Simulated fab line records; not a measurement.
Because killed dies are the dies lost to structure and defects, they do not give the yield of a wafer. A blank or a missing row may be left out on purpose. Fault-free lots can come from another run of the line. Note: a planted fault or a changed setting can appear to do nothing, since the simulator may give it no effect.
fab line records ; flow n5Finfet ; part 2 of 2: steps 5 to 6 of 6
record: lots: 23; wafers: 69; lastDay: 18
route steps=1938 shown MOL_CONTACT_COAG@538
lots that met no fault: taken from a fault-free run of the same line
startH: hours from the record's first day to the start of the lot's first wafer shown ; waitH: time in hours since the lot's previous step ; " the same as in the row above ; L1.1+2: one row covering several wafers at once ; - no value, or no start was given ; * or withheld: withheld ; < > ~ a bound
route shown NAME@n: NAME is a module with steps in the file, n the number in the route of the first one ; usual: average and standard deviation across the fault-free wafers ; same: alike in all rows ; chamber/n: place in a boat ; sites: readings site by site ; _std_site: standard deviation of those values ; _edge_site: outer sites' mean less inner sites' ; radiusMm: for every site, how far away it sits from the centre of the wafer ; mask NAME#n: copy n ; behind: the tool/chamber that last shaped the wafer ; hold: why the lot was held/for how many hours/how that ended ; device: whichever transistor did not switch (one of n, p or np) ; end of line: tests run on the same wafers once the route is complete ; for a step that has no rows: nothing shown but its recipe ; killed: dies lost to structure and defects at the first sort, not the wafer's yield ; map: a wafer's dies, x killed, . not, _ none there
set.NAME: the setting that was run; set.NAME@STEP: the one run at that earlier step ; model.NAME: the simulator's own value behind a step, which no gauge read
steps of the route over a sample of lots; a table a step, a row a wafer
services: a tool's chamber out of use, with start hour (startH, from the record's first day; less than 0 if before it), hours out, and reason
== steps ==
step: N5_MOL_CONTACT_COAG_DESCUM_45
recipe: chemistry: O2; timeS: 7; sourcePowerW: 50; biasPowerW: 20; pressureMtorr: 20; rfFrequencyHz: 2.712e+07; tempC: 40; resist: CAR-EUV; o2FlowSccm: 225
usual: drypumpMotorCurrentA: 5.6/0.51; oesProductAu: 0.81/0.1; rfVppV: 243.0/1.5; showerheadPlenumPTorr: 2.08/0.074; throttleValvePct: 20.40/0.24
lot.wafer;tool;chamber;startH;waitH;drypumpMotorCurrentA;oesProductAu;rfHoursCounterH;rfVppV;showerheadPlenumPTorr;throttleValvePct
L074.2;rieDiel-06;2;99.53;1.2;5.5;0.90;28;243.4;2.13;20.63
L074.3;rieDiel-06;3;99.53;1.2;5.3;0.68;241;243.1;2.07;20.32
L074.5;rieDiel-06;0;99.53;1.2;5.5;0.70;-;240.6;1.99;20.72
L075.1;rieDiel-01;2;109.86;0.0;5.1;0.70;224;242.1;2.07;20.38
L075.5;rieDiel-01;1;109.86;0.0;6.7;0.69;-;243.0;2.06;20.81
L075.6;rieDiel-01;0;109.86;0.0;6.0;0.81;-;243.8;2.10;20.22
L076.1;rieDiel-01;2;111.51;0.2;5.1;0.70;225;243.9;2.07;20.40
L076.3;rieDiel-01;1;111.51;0.2;6.7;0.69;234;243.1;2.06;20.82
L076.5;rieDiel-01;1;111.51;0.2;6.7;0.69;-;244.2;2.06;20.83
L077.2;rieDiel-01;3;118.52;0.9;6.1;0.67;250;242.6;2.08;20.90
L077.5;rieDiel-01;1;118.52;0.9;6.6;0.69;-;241.7;2.06;20.83
L077.6;rieDiel-01;0;118.52;0.9;6.0;0.80;-;244.1;2.09;20.22
L078.3;rieDiel-06;2;127.38;0.2;5.5;0.87;44;243.8;2.13;20.65
L078.5;rieDiel-06;1;127.38;0.2;4.9;0.82;-;244.4;2.11;20.17
L078.6;rieDiel-06;0;127.38;0.2;5.5;0.69;-;241.3;1.98;20.77
L079.2;rieDiel-02;2;127.89;0.0;5.4;0.68;246;241.8;1.98;20.70
L079.5;rieDiel-02;1;127.89;0.0;5.4;0.68;-;241.3;1.98;20.42
L079.6;rieDiel-02;0;127.89;0.0;5.6;0.73;-;242.1;2.00;20.48
L080.2;rieDiel-06;3;142.27;0.0;5.3;0.97;3;242.9;2.06;20.04
L080.3;rieDiel-06;1;142.27;0.0;4.9;0.82;109;242.3;2.11;20.18
L080.6;rieDiel-06;1;142.27;0.0;4.9;0.82;-;244.0;2.11;20.19
L081.1;rieDiel-02;1;144.99;0.0;5.3;0.68;222;240.5;1.98;20.43
L081.4;rieDiel-02;0;144.99;0.0;5.6;0.73;-;241.8;2.00;20.49
L081.6;rieDiel-02;1;144.99;0.0;5.4;0.68;-;240.2;1.98;20.44
L082.1;rieDiel-06;3;149.38;0.0;5.3;0.95;7;241.7;2.06;20.06
L082.2;rieDiel-06;2;149.38;0.0;5.5;0.86;50;242.4;2.13;20.67
L082.5;rieDiel-06;3;149.38;0.0;5.3;0.95;-;242.8;2.06;20.04
L083.2;rieDiel-02;0;157.17;0.0;5.6;0.73;179;241.3;2.00;20.49
L083.5;rieDiel-02;1;157.17;0.0;5.4;0.68;-;242.0;1.97;20.43
L083.6;rieDiel-02;0;157.17;0.0;5.6;0.73;-;241.6;2.00;20.51
L084.1;rieDiel-01;1;167.95;0.2;6.6;1.00;2;242.2;2.05;20.41
L084.5;rieDiel-01;1;167.95;0.2;6.7;0.99;-;240.7;2.05;20.44
L084.6;rieDiel-01;0;167.95;0.2;6.0;0.79;-;245.0;2.09;20.28
L085.2;rieDiel-06;1;170.45;0.0;4.9;0.81;120;242.9;2.10;20.19
L085.3;rieDiel-06;2;170.45;0.0;5.5;0.85;57;243.2;2.12;20.68
L085.5;rieDiel-06;1;170.45;0.0;4.9;0.81;-;243.6;2.10;20.21
L086.1;rieDiel-01;1;177.40;0.0;6.7;0.96;6;241.9;2.05;20.43
L086.5;rieDiel-01;3;177.40;0.0;6.1;0.91;-;242.4;2.07;20.51
L086.6;rieDiel-01;1;177.40;0.0;6.6;0.96;-;243.0;2.05;20.42
L087.2;rieDiel-06;3;188.25;0.0;5.3;0.92;19;244.6;2.06;20.05
L087.3;rieDiel-06;2;188.25;0.0;5.5;0.85;63;242.9;2.12;20.67
L087.5;rieDiel-06;0;188.25;0.0;5.6;0.97;-;245.8;2.24;20.32
L088.1;rieDiel-06;1;190.16;0.1;4.9;0.79;126;244.1;2.10;20.24
L088.3;rieDiel-06;0;190.16;0.1;5.5;0.97;8;245.5;2.24;20.31
L088.5;rieDiel-06;2;190.16;0.1;5.5;0.84;-;244.3;2.12;20.69
L089.1;rieDiel-06;3;193.38;0.0;5.3;0.91;22;241.9;2.06;20.09
L089.2;rieDiel-06;1;193.38;0.0;4.9;0.80;127;243.6;2.10;20.21
L089.5;rieDiel-06;0;193.38;0.0;5.5;0.96;-;246.5;2.24;20.32
L090.1;rieDiel-01;3;205.62;0.0;6.1;0.89;25;242.0;2.07;20.54
L090.3;rieDiel-01;1;205.62;0.0;6.7;0.93;15;242.1;2.05;20.46
L090.4;rieDiel-01;0;205.62;0.0;6.0;0.76;133;241.9;2.08;20.28
L092.1;rieDiel-02;0;212.96;0.0;5.6;0.71;198;241.8;1.99;20.54
L092.2;rieDiel-02;3;212.96;0.0;6.5;0.67;221;241.9;1.96;20.04
L092.3;rieDiel-02;2;212.96;0.0;5.4;0.92;19;243.7;2.23;20.34
L093.1;rieDiel-02;2;219.21;0.0;5.4;0.92;22;245.3;2.23;20.36
L093.4;rieDiel-02;0;219.21;0.0;5.6;0.71;200;242.5;1.99;20.54
L093.5;rieDiel-02;0;219.21;0.0;5.6;0.71;-;242.6;1.99;20.53
L094.2;rieDiel-06;1;222.00;0.0;4.9;0.80;137;243.3;2.10;20.21
L094.4;rieDiel-06;3;222.00;0.0;5.3;0.91;31;242.5;2.05;20.09
L094.5;rieDiel-06;1;222.00;0.0;4.9;0.79;-;243.7;2.10;20.22
L095.2;rieDiel-02;2;228.98;0.0;5.4;0.91;25;245.6;2.23;20.35
L095.3;rieDiel-02;3;228.98;0.0;6.5;0.67;227;240.1;1.96;20.06
L095.4;rieDiel-02;2;228.98;0.0;5.5;0.92;-;245.8;2.23;20.36
L096.2;rieDiel-06;0;239.53;0.0;5.5;0.93;25;246.9;2.24;20.34
L096.3;rieDiel-06;1;239.53;0.0;4.9;0.77;142;243.3;2.10;20.24
L096.6;rieDiel-06;1;239.53;0.0;4.9;0.77;-;242.6;2.10;20.23
L097.1;rieDiel-06;2;244.81;0.0;5.5;0.82;78;243.9;2.12;20.71
L097.5;rieDiel-06;1;244.81;0.0;4.9;0.78;-;243.0;2.10;20.24
L097.6;rieDiel-06;2;244.81;0.0;5.5;0.83;-;243.6;2.12;20.71
step: N5_MOL_CONTACT_COAG_ETCH_67
recipe: chemistry: N2/H2; target: SOC; targetDepthA: 600; overetchA: 210; maskMaterial: SiARC; tempC: 40; timeS: 101.2; ionEnergyEv: 200; pressureMtorr: 30; sourceW: 840; biasW: 150; n2FlowSccm: 200; h2FlowSccm: 200
usual: drypumpMotorCurrentA: 5.6/0.51; oesProductAu: 0.67/0.08; rfVppV: 523.3/2.6; showerheadPlenumPTorr: 2.52/0.091; throttleValvePct: 17.80/0.21
lot.wafer;tool;chamber;startH;waitH;drypumpMotorCurrentA;oesProductAu;rfHoursCounterH;rfVppV;showerheadPlenumPTorr;throttleValvePct
L074.2;rieDiel-06;2;100.07;0.0;5.5;0.75;29;525.5;2.60;17.94
L074.3;rieDiel-06;3;100.07;0.0;5.3;0.58;242;522.9;2.50;17.74
L074.5;rieDiel-06;2;100.07;0.0;5.5;0.76;-;525.9;2.60;17.94
L075.1;rieDiel-06;0;110.24;0.0;5.5;0.60;239;520.1;2.41;18.18
L075.5;rieDiel-06;2;110.24;0.0;5.5;0.74;-;525.0;2.59;17.94
L075.6;rieDiel-06;1;110.24;0.0;4.9;0.70;-;524.7;2.56;17.52
L076.1;rieDiel-01;3;112.57;0.0;6.0;0.57;247;523.3;2.50;18.14
L076.3;rieDiel-01;0;112.57;0.0;6.0;0.68;91;524.6;2.56;17.70
L076.5;rieDiel-01;0;112.57;0.0;6.0;0.69;-;523.6;2.56;17.68
L077.2;rieDiel-06;2;118.91;0.0;5.5;0.74;38;523.8;2.59;17.96
L077.5;rieDiel-06;0;118.91;0.0;5.5;0.59;-;518.9;2.41;18.19
L077.6;rieDiel-06;1;118.91;0.0;4.9;0.69;-;524.8;2.56;17.52
L078.3;rieDiel-01;1;127.90;0.0;6.7;0.58;244;523.0;2.50;18.25
L078.5;rieDiel-01;1;127.90;0.0;6.7;0.58;-;523.2;2.50;18.25
L078.6;rieDiel-01;0;127.90;0.0;6.0;0.67;-;523.8;2.55;17.71
L079.2;rieDiel-01;1;128.69;0.0;6.7;0.59;245;520.9;2.50;18.26
L079.5;rieDiel-01;1;128.69;0.0;6.8;0.58;-;522.8;2.50;18.24
L079.6;rieDiel-01;0;128.69;0.0;6.0;0.68;-;524.9;2.55;17.70
L080.2;rieDiel-02;0;142.62;0.0;5.6;0.62;171;521.1;2.43;17.98
L080.3;rieDiel-02;3;142.62;0.0;6.6;0.58;203;520.4;2.44;17.81
L080.6;rieDiel-02;3;142.62;0.0;6.6;0.58;-;521.0;2.44;17.82
L081.1;rieDiel-06;2;145.39;0.0;5.5;0.72;48;524.3;2.59;17.98
L081.4;rieDiel-06;1;145.39;0.0;4.9;0.68;-;523.2;2.55;17.55
L081.6;rieDiel-06;3;145.39;0.0;5.3;0.80;-;522.3;2.50;17.40
L082.1;rieDiel-01;0;149.73;0.0;6.0;0.66;112;524.6;2.55;17.71
L082.2;rieDiel-01;3;149.73;0.0;6.1;0.79;5;522.8;2.50;17.69
L082.5;rieDiel-01;2;149.73;0.0;5.2;0.58;-;522.2;2.50;17.85
L083.2;rieDiel-02;0;157.98;0.0;5.6;0.62;180;520.2;2.43;17.99
L083.5;rieDiel-02;0;157.98;0.0;5.6;0.61;-;520.6;2.43;17.97
L083.6;rieDiel-02;1;157.98;0.0;5.4;0.57;-;520.7;2.39;17.81
L084.1;rieDiel-06;3;168.67;0.0;5.3;0.76;13;521.8;2.50;17.41
L084.5;rieDiel-06;2;168.67;0.0;5.5;0.71;-;526.0;2.58;17.99
L084.6;rieDiel-06;1;168.67;0.0;4.9;0.67;-;524.6;2.55;17.58
L085.2;rieDiel-02;3;171.94;0.0;6.5;0.58;207;521.4;2.44;17.83
L085.3;rieDiel-02;0;171.94;0.0;5.6;0.62;185;521.1;2.42;17.99
L085.5;rieDiel-02;0;171.94;0.0;5.6;0.61;-;521.1;2.42;18.01
L086.1;rieDiel-01;1;177.80;0.0;6.7;0.80;6;523.7;2.49;17.83
L086.5;rieDiel-01;0;177.80;0.0;6.0;0.66;-;524.1;2.54;17.75
L086.6;rieDiel-01;1;177.80;0.0;6.7;0.79;-;522.2;2.49;17.80
L087.2;rieDiel-06;2;188.64;0.0;5.5;0.71;63;524.9;2.58;17.99
L087.3;rieDiel-06;3;188.64;0.0;5.3;0.77;19;524.5;2.49;17.43
L087.5;rieDiel-06;0;188.64;0.0;5.5;0.80;-;529.5;2.72;17.71
L088.1;rieDiel-02;2;190.96;0.0;5.4;0.79;11;528.2;2.72;17.69
L088.3;rieDiel-02;1;190.96;0.0;5.4;0.56;241;520.6;2.38;17.84
L088.5;rieDiel-02;1;190.96;0.0;5.4;0.57;-;521.5;2.38;17.85
L089.1;rieDiel-02;3;194.02;0.0;6.5;0.57;214;521.0;2.43;17.83
L089.2;rieDiel-02;1;194.02;0.0;5.3;0.57;242;519.1;2.38;17.84
L089.5;rieDiel-02;2;194.02;0.0;5.4;0.79;-;530.0;2.72;17.71
L090.1;rieDiel-06;3;206.19;0.0;5.3;0.75;25;519.6;2.49;17.43
L090.3;rieDiel-06;1;206.19;0.0;4.9;0.66;131;524.8;2.55;17.58
L090.4;rieDiel-06;0;206.19;0.0;5.6;0.79;14;529.0;2.72;17.74
L092.1;rieDiel-01;2;213.31;0.0;5.1;0.80;10;521.7;2.49;17.34
L092.2;rieDiel-01;1;213.31;0.0;6.7;0.76;17;521.7;2.49;17.82
L092.3;rieDiel-01;3;213.31;0.0;6.1;0.74;27;523.4;2.49;17.74
L093.1;rieDiel-06;0;219.56;0.0;5.6;0.78;19;529.0;2.71;17.73
L093.4;rieDiel-06;3;219.56;0.0;5.3;0.74;31;521.6;2.49;17.45
L093.5;rieDiel-06;0;219.56;0.0;5.6;0.77;-;530.0;2.71;17.74
L094.2;rieDiel-01;3;222.50;0.0;6.1;0.74;31;521.0;2.49;17.74
L094.4;rieDiel-01;0;222.50;0.0;6.0;0.64;138;523.9;2.54;17.76
L094.5;rieDiel-01;0;222.50;0.0;6.0;0.64;-;524.3;2.54;17.78
L095.2;rieDiel-06;0;229.34;0.0;5.5;0.76;22;528.2;2.71;17.73
L095.3;rieDiel-06;2;229.34;0.0;5.5;0.69;72;526.4;2.58;18.03
L095.4;rieDiel-06;3;229.34;0.0;5.3;0.73;34;522.1;2.49;17.44
L096.2;rieDiel-02;0;239.97;0.0;5.6;0.60;209;521.0;2.41;18.04
L096.3;rieDiel-02;2;239.97;0.0;5.4;0.76;30;527.6;2.71;17.73
L096.6;rieDiel-02;0;239.97;0.0;5.6;0.60;-;521.6;2.41;18.04
L097.1;rieDiel-06;2;245.16;0.0;5.5;0.69;78;525.1;2.57;18.03
L097.5;rieDiel-06;2;245.16;0.0;5.5;0.69;-;525.4;2.58;18.03
L097.6;rieDiel-06;1;245.16;0.0;4.9;0.65;-;523.4;2.54;17.61
== services ==
tool;chamber;startH;hours;kind
plasmaAsher-01;-;91.31;6.3;repair
rieDiel-02;-;96.68;28.1;pm
plasmaAsher-01;-;101.17;5.2;repair
rieDiel-01;-;105.62;2.8;pm
rieDiel-06;3;116.09;-;clean
rieDiel-06;3;116.09;-;consumableReplace:focusRing
rieDiel-06;3;116.09;18.1;scheduledDown
rieDiel-06;3;116.09;18.1;ventCycle
rieDiel-01;3;118.77;-;clean
rieDiel-01;3;118.77;-;consumableReplace:focusRing
rieDiel-01;3;118.77;22.9;scheduledDown
rieDiel-01;3;118.77;22.9;ventCycle
rieDiel-02;3;126.12;3.5;repair
plasmaAsher-02;-;138.12;2.8;pm
rieDiel-06;0;141.86;-;clean
rieDiel-06;0;141.86;-;consumableReplace:focusRing
rieDiel-06;0;141.86;-;consumableReplace:showerhead
rieDiel-06;0;141.86;17.7;scheduledDown
rieDiel-06;0;141.86;17.7;ventCycle
rieDiel-02;3;143.67;19.0;repair
plasmaAsher-01;-;206.39;29.2;repair
rieDiel-02;1;209.60;1.2;repair
rieDiel-06;2;212.80;6.6;repair
rieDiel-01;0;231.78;6.0;repair
